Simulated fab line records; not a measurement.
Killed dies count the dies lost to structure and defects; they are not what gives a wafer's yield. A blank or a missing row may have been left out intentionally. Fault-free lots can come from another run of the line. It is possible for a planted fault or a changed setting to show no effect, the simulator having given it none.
What tool caused it?	flow nand-harc	Sampling: 24 lots, 72 wafers, 5 of 1302 route steps

WHAT THE GAUGES SHOWED, per wafer
NHARC_P_CONTACT_INSPECT_27. Usual: raw-defect-count 263, standard deviation 120.
lot	measured	on	raw-defect-count	flag
L074	day 6 04:32	defect-inspect-02	197 118 140	
L075	day 6 12:03	defect-inspect-02	194 369 296	
L076	day 7 00:25	defect-inspect-02	153 183 209	
L077	day 7 04:12	defect-inspect-02	159 194 199	
L078	day 7 19:37	defect-inspect-01	284 262 256	
L079	day 8 03:16	defect-inspect-02	182 171 158	
L080	day 8 15:05	defect-inspect-02	271 245 297	
L081	day 9 05:02	defect-inspect-01	202 235 284	
L082	day 9 05:43	defect-inspect-01	248 280 264	
L083	day 10 00:25	defect-inspect-01	187 257 256	
L084	day 10 06:32	defect-inspect-01	264 546 522	
L085	day 10 15:19	defect-inspect-02	278 168 384	
L086	day 11 10:52	defect-inspect-01	313 513 166	
L087	day 11 14:56	defect-inspect-02	290 184 187	
L088	day 12 00:47	defect-inspect-01	282 304 676	
L089	day 12 10:55	defect-inspect-02	144 101 134	
L090	day 12 22:43	defect-inspect-02	240 378 395	
L091	day 12 23:22	defect-inspect-02	224 293 185	
L092	day 13 11:34	defect-inspect-02	327 134 327	
L093	day 14 04:13	defect-inspect-02	251 277 204	
L094	day 14 03:20	defect-inspect-02	417 239 164	
L095	day 14 16:34	defect-inspect-02	177 200 204	
L096	day 15 23:21	defect-inspect-02	181 180 227	
L097	day 15 22:33	defect-inspect-01	194 172 271	

NHARC_P_M1_INSPECT_11. Usual: raw-defect-count 4.1, standard deviation 2.6.
lot	measured	on	raw-defect-count	flag
L074	day 6 09:30	defect-inspect-02	5 4 8	
L075	day 6 17:34	defect-inspect-02	5 8 9	
L076	day 7 05:21	defect-inspect-02	6 1 1	
L077	day 7 09:43	defect-inspect-01	7 2 2	
L078	day 8 00:46	defect-inspect-01	6 15 7	
L079	day 8 08:25	defect-inspect-01	4 4 6	
L080	day 8 20:17	defect-inspect-02	1 2 2	
L081	day 9 10:05	defect-inspect-01	2 1 4	
L082	day 9 10:51	defect-inspect-02	3 2 3	
L083	day 10 05:34	defect-inspect-01	3 2 2	
L084	day 10 11:36	defect-inspect-01	3 2 5	
L085	day 10 20:59	defect-inspect-01	3 2 1	
L086	day 11 16:04	defect-inspect-02	0 5 6	
L087	day 11 19:56	defect-inspect-01	1 3 6	
L088	day 12 05:58	defect-inspect-01	9 7 5	
L089	day 12 15:53	defect-inspect-02	3 1 3	
L090	day 13 03:46	defect-inspect-01	6 3 13	
L091	day 13 04:57	defect-inspect-01	5 2 0	
L092	day 13 16:44	defect-inspect-01	5 2 6	
L093	day 14 09:53	defect-inspect-02	1 3 5	
L094	day 14 08:19	defect-inspect-02	3 3 7	
L095	day 14 21:40	defect-inspect-01	5 6 2	
L096	day 16 04:33	defect-inspect-02	5 2 2	
L097	day 16 03:40	defect-inspect-02	8 2 2	

EACH LOT AND THE TOOL THAT RAN IT (in order: tool; ch and the chambers of the sampled wafers; start)
lot	NHARC_P_ZERO_WELL_DESCUM_13	NHARC_P_GATE_ALD_36	NHARC_P_CONTACT_ETCH_31
L074	rie-diel-04 ch 2,3, day 1 21:24	ald-sin-01 ch 1,2, day 5 06:38	rie-diel-13 ch 1,3, day 6 04:32 or earlier
L075	rie-diel-11 ch 0,1,3, day 2 07:25	ald-sin-03 ch 0,2,3, day 5 14:07	rie-diel-13 ch 0,1,3, day 6 12:03 or earlier
L076	rie-diel-11 ch 0,1,2, day 2 17:26	ald-sin-04 ch 1,2, day 6 03:45	rie-diel-12 ch 1,3, day 7 00:25 or earlier
L077	rie-diel-05 ch 2,3, day 3 03:24	ald-sin-01 ch 2,3, day 6 07:25	rie-diel-13 ch 0,1,3, day 7 04:12 or earlier
L078	rie-diel-11 ch 1,2,3, day 3 13:32	ald-sin-03 ch 0,1,3, day 6 19:34	rie-diel-12 ch 0,2,3, day 7 19:37 or earlier
L079	rie-diel-11 ch 0,1,3, day 3 23:25	ald-sin-04 ch 0,1,2, day 7 04:26	rie-diel-12 ch 0,2,3, day 8 03:16 or earlier
L080	rie-diel-05 ch 0,1,2, day 4 09:16	ald-sin-01 ch 1,2, day 7 17:58	rie-diel-12 ch 0,1,2, day 8 15:05 or earlier
L081	rie-diel-05 ch 0,1,2, day 4 19:26	ald-sin-03 ch 2,3, day 8 07:06	rie-diel-09 ch 0,1,3, day 9 05:02 or earlier
L082	rie-diel-11 ch 0,1,3, day 5 05:26	ald-sin-04 ch 0,1,3, day 8 07:34	rie-diel-12 ch 0,2,3, day 9 05:43 or earlier
L083	rie-diel-04 ch 0,2,3, day 5 15:25	ald-sin-01 ch 0,3, day 9 02:17	rie-diel-09 ch 0,1,3, day 10 00:25 or earlier
L084	rie-diel-04 ch 0,1,3, day 6 01:24	ald-sin-03 ch 0,2,3, day 9 08:17	rie-diel-13 ch 0,1,3, day 10 06:32 or earlier
L085	rie-diel-04 ch 0,1,3, day 6 11:25	ald-sin-04 ch 1,3, day 9 12:52	rie-diel-09 ch 1,3, day 10 15:19 or earlier
L086	rie-diel-04 ch 0,1,3, day 6 21:25	ald-sin-03 ch 0,1,2, day 10 16:11	rie-diel-12 ch 0,2,3, day 11 10:52 or earlier
L087	rie-diel-05 ch 0,2,3, day 7 07:23	ald-sin-01 ch 0,2,3, day 10 17:56	rie-diel-12 ch 0,1,3, day 11 14:56 or earlier
L088	rie-diel-11 ch 2,3, day 7 17:16	ald-sin-04 ch 1,2,3, day 11 05:05	rie-diel-13 ch 2,3, day 12 00:47 or earlier
L089	rie-diel-05 ch 1,2, day 8 03:26	ald-sin-03 ch 2,3, day 11 13:37	rie-diel-13 ch 0,2,3, day 12 10:55 or earlier
L090	rie-diel-11 ch 0,1,3, day 8 13:31	ald-sin-01 ch 0,1, day 12 01:02	rie-diel-12 ch 1,2,3, day 12 22:43 or earlier
L091	rie-diel-05 ch 1,2,3, day 8 23:28	ald-sin-03 ch 0,1,2, day 12 01:33	rie-diel-13 ch 0,2,3, day 12 23:22 or earlier
L092	rie-diel-04 ch 1,2, day 9 09:27	ald-sin-04 ch 0,1, day 12 13:13	rie-diel-13 ch 0,1,3, day 13 11:34 or earlier
L093	rie-diel-05 ch 0,1,2, day 9 19:57	ald-sin-03 ch 0,2,3, day 13 07:16	rie-diel-13 ch 1,2,3, day 14 04:13 or earlier
L094	rie-diel-04 ch 1,2,3, day 10 05:17	ald-sin-01 ch 1,2,3, day 13 05:33	rie-diel-09 ch 0,1,2, day 14 03:20 or earlier
L095	rie-diel-04 ch 1,2, day 10 15:22	ald-sin-04 ch 0,1, day 13 19:31	rie-diel-13 ch 0,1,2, day 14 16:34 or earlier
L096	rie-diel-04 ch 0,2,3, day 11 01:26	ald-sin-04 ch 1,2, day 14 21:17	rie-diel-12 ch 1,3, day 15 23:21 or earlier
L097	rie-diel-11 ch 0,1,3, day 11 11:19	ald-sin-03 ch 1,2,3, day 14 22:10	rie-diel-09 ch 0,2, day 15 22:33 or earlier
- NHARC_P_ZERO_WELL_DESCUM_13: chemistry O2, time 3 s.
- NHARC_P_GATE_ALD_36: deposits SiNx, target thk 20 nm, pulse time 60 s, ald cycles 223.
- NHARC_P_CONTACT_ETCH_31: etches the open film in CH3F/O2, target depth 30 nm, time 85.7 s.

AS READ BY THE TOOLS THEMSELVES (means over the sampled wafers that have a number; for cases with no such wafer, the mark the record gives instead)
NHARC_P_ZERO_WELL_DESCUM_13. Usual: drypump-motor-current-A 5.8 A, standard deviation 0.5; oes-product-au 1.002 a.u., standard deviation 0.011; rf-vpp-V 57.7 V, standard deviation 1; showerhead-plenum-p-Torr 1.89 Torr, standard deviation 0.087; throttle-valve-pct 11.312 %, standard deviation 0.0084.
lot	tool	drypump-motor-current-A (A)	oes-product-au (a.u.)	rf-vpp-V (V)	showerhead-plenum-p-Torr (Torr)	throttle-valve-pct (%)	flag
L074	rie-diel-04	6.1	1.008	56.7	1.95	11.316	
L075	rie-diel-11	6.0	1.010	58.6	1.91	11.304	
L076	rie-diel-11	5.9	1.006	57.4	1.92	11.310	
L077	rie-diel-05	5.8	1.003	57.3	1.83	11.312	
L078	rie-diel-11	5.7	1.004	58.1	1.88	11.311	
L079	rie-diel-11	6.0	0.994	57.3	1.91	11.311	
L080	rie-diel-05	6.2	1.001	57.2	1.92	11.310	
L081	rie-diel-05	6.1	1.007	58.1	1.92	11.321	
L082	rie-diel-11	6.0	1.001	57.5	1.91	11.309	
L083	rie-diel-04	5.7	1.001	58.0	1.91	11.312	
L084	rie-diel-04	5.6	0.998	57.6	1.85	11.312	
L085	rie-diel-04	5.6	1.002	56.7	1.85	11.306	
L086	rie-diel-04	5.6	1.004	57.6	1.84	11.314	
L087	rie-diel-05	5.6	1.011	58.3	1.88	11.315	
L088	rie-diel-11	5.6	1.020	56.7	1.80	11.311	
L089	rie-diel-05	6.4	0.995	58.0	1.85	11.315	
L090	rie-diel-11	6.0	1.003	57.9	1.90	11.307	
L091	rie-diel-05	6.0	1.003	57.7	1.84	11.307	
L092	rie-diel-04	5.6	1.004	58.4	1.99	11.318	
L093	rie-diel-05	6.2	1.002	58.3	1.91	11.316	
L094	rie-diel-04	5.8	0.995	57.9	1.98	11.316	
L095	rie-diel-04	5.6	0.998	59.5	1.98	11.315	
L096	rie-diel-04	5.7	0.993	57.9	1.90	11.315	
L097	rie-diel-11	6.0	0.999	58.5	1.89	11.314	

NHARC_P_GATE_ALD_36. Usual: heater-power-outer-w 497 W, standard deviation 50; heater-power-w 798 W, standard deviation 85; precursor-pulse-height-rel 1.002, standard deviation 0.02.
lot	tool	heater-power-outer-w (W)	heater-power-w (W)	precursor-pulse-height-rel	flag
L074	ald-sin-01	533	869	1.012	
L075	ald-sin-03	500	780	0.991	
L076	ald-sin-04	505	771	1.008	
L077	ald-sin-01	480	749	0.995	
L078	ald-sin-03	519	872	0.989	
L079	ald-sin-04	519	801	0.997	
L080	ald-sin-01	526	864	0.983	
L081	ald-sin-03	506	768	1.018	
L082	ald-sin-04	499	797	0.997	
L083	ald-sin-01	426	695	1.006	
L084	ald-sin-03	480	756	0.981	
L085	ald-sin-04	488	766	1.023	
L086	ald-sin-03	471	799	0.990	
L087	ald-sin-01	466	735	0.996	
L088	ald-sin-04	514	798	1.009	
L089	ald-sin-03	490	740	1.004	
L090	ald-sin-01	473	799	0.992	
L091	ald-sin-03	477	804	1.004	
L092	ald-sin-04	512	814	1.012	
L093	ald-sin-03	479	772	0.991	
L094	ald-sin-01	498	809	0.981	
L095	ald-sin-04	492	797	1.000	
L096	ald-sin-04	514	752	1.006	
L097	ald-sin-03	505	817	0.987	

NHARC_P_CONTACT_ETCH_31. Usual: drypump-motor-current-A 5.5 A, standard deviation 0.4; oes-product-au 0.976 a.u., standard deviation 0.013; rf-vpp-V 244.8 V, standard deviation 1.9; showerhead-plenum-p-Torr 2.49 Torr, standard deviation 0.12; throttle-valve-pct 20.663 %, standard deviation 0.0095.
lot	tool	drypump-motor-current-A (A)	oes-product-au (a.u.)	rf-vpp-V (V)	showerhead-plenum-p-Torr (Torr)	throttle-valve-pct (%)	flag
L074	rie-diel-13	5.7	0.957	246.4	2.64	20.657	
L075	rie-diel-13	5.4	0.975	245.6	2.59	20.661	
L076	rie-diel-12	4.9	0.982	245.3	2.49	20.658	
L077	rie-diel-13	5.4	0.961	246.7	2.59	20.663	
L078	rie-diel-12	5.5	0.982	246.6	2.54	20.667	
L079	rie-diel-12	5.5	0.980	245.1	2.54	20.657	
L080	rie-diel-12	5.4	0.978	245.2	2.57	20.661	
L081	rie-diel-09	5.9	0.986	244.0	2.38	20.670	
L082	rie-diel-12	5.5	0.978	245.1	2.54	20.656	
L083	rie-diel-09	5.9	0.986	242.4	2.38	20.664	
L084	rie-diel-13	5.4	0.981	246.4	2.59	20.668	
L085	rie-diel-09	5.7	0.968	242.9	2.37	20.664	
L086	rie-diel-12	5.5	0.964	245.6	2.54	20.668	
L087	rie-diel-12	5.2	0.981	244.9	2.51	20.664	
L088	rie-diel-13	5.8	0.978	244.7	2.53	20.664	
L089	rie-diel-13	5.5	0.960	244.9	2.48	20.659	
L090	rie-diel-12	5.2	0.984	245.2	2.52	20.677	
L091	rie-diel-13	5.5	0.980	244.6	2.48	20.666	
L092	rie-diel-13	5.4	0.950	245.4	2.59	20.672	
L093	rie-diel-13	5.6	0.979	245.0	2.53	20.661	
L094	rie-diel-09	6.1	0.992	243.6	2.41	20.657	
L095	rie-diel-13	5.4	0.981	244.4	2.48	20.675	
L096	rie-diel-12	4.8	0.974	244.7	2.48	20.659	
L097	rie-diel-09	6.0	0.970	243.3	2.36	20.658	

THE ANSWER, worked out from the rows above alone
Rule: take the mean of a lot's wafers that have a number; if it is more than 3 standard deviations from the usual mean, the lot is off. A lot without any number at a reading at which 4 lots or more have one is off too. The other lots that the step has rows for count as sound. The gauges are gone through in route order, then the tools' own readings, and for those a lot's mean is taken as printed above. At the first step where some lot is off, the reading lying furthest off is the one used; lots without a number count as furthest.
Nothing can be told from this: no lot is off at any reading shown.

WHAT THE SIMULATOR HAD INSERTED
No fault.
